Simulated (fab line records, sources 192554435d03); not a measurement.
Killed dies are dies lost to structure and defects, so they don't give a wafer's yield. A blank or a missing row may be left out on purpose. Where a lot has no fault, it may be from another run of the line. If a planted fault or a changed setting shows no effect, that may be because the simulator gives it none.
Matching of chambers :: flow n5Finfet :: 4 sister chambers for N5_FIN_SAQP_SPACER2_ALD_28 on aldSin-01
The step deposits SiO2, target thk 8.1 nm, pulse time 1 s, purge time 2 s. 4 wafers are shown with their chamber, then 12 later ones without.

== WAFERS WITH THEIR CHAMBER ==
wafer: L088.4
chamber: 3
heaterPowerW (W): 407

wafer: L093.1
chamber: 2
heaterPowerW (W): 483

wafer: L093.3
chamber: 1
heaterPowerW (W): 540

wafer: L093.4
chamber: 0
heaterPowerW (W): 452

== WAFERS MISSING THEIR CHAMBER ==
wafer: L094.1
heaterPowerW (W): 547

wafer: L094.5
heaterPowerW (W): 463

wafer: L094.6
heaterPowerW (W): 544

wafer: L095.3
heaterPowerW (W): 445

wafer: L095.4
heaterPowerW (W): 483

wafer: L095.6
heaterPowerW (W): 406

wafer: L096.1
heaterPowerW (W): 480

wafer: L096.4
heaterPowerW (W): 414

wafer: L096.5
heaterPowerW (W): 402

wafer: L097.1
heaterPowerW (W): 483

wafer: L097.3
heaterPowerW (W): 465

wafer: L097.5
heaterPowerW (W): 458

== THE CHAMBER EACH PASSED THROUGH ==
wafer: L094.1
from the rows above: 1
in truth: 1

wafer: L094.5
from the rows above: can't be placed: 0 or 2
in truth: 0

wafer: L094.6
from the rows above: 1
in truth: 1

wafer: L095.3
from the rows above: 0
in truth: 0

wafer: L095.4
from the rows above: 2
in truth: 2

wafer: L095.6
from the rows above: 3
in truth: 3

wafer: L096.1
from the rows above: 2
in truth: 2

wafer: L096.4
from the rows above: 3
in truth: 3

wafer: L096.5
from the rows above: 3
in truth: 3

wafer: L097.1
from the rows above: 2
in truth: 2

wafer: L097.3
from the rows above: can't be placed: 0 or 2
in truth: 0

wafer: L097.5
from the rows above: 0
in truth: 0
Correct placement for 10 of the 12. Not placeable from these rows: 2 (in 2, the candidates include the true chamber). Placed wrongly: 0.
How it was worked out, from the rows above alone: a wafer's distance from a chamber is the root of the sum, over the readings, of the square of ((its reading less the chamber's mean) divided by the reading's scatter). If the next closest chamber is less than 2 further off than the closest, the wafer can't be placed; otherwise it belongs to the closest. A chamber's mean is the mean of its shown wafers. The scatter (one wafer shown for each chamber): square how far every hidden wafer sits from the nearest shown wafer, average those squares and take the square root.
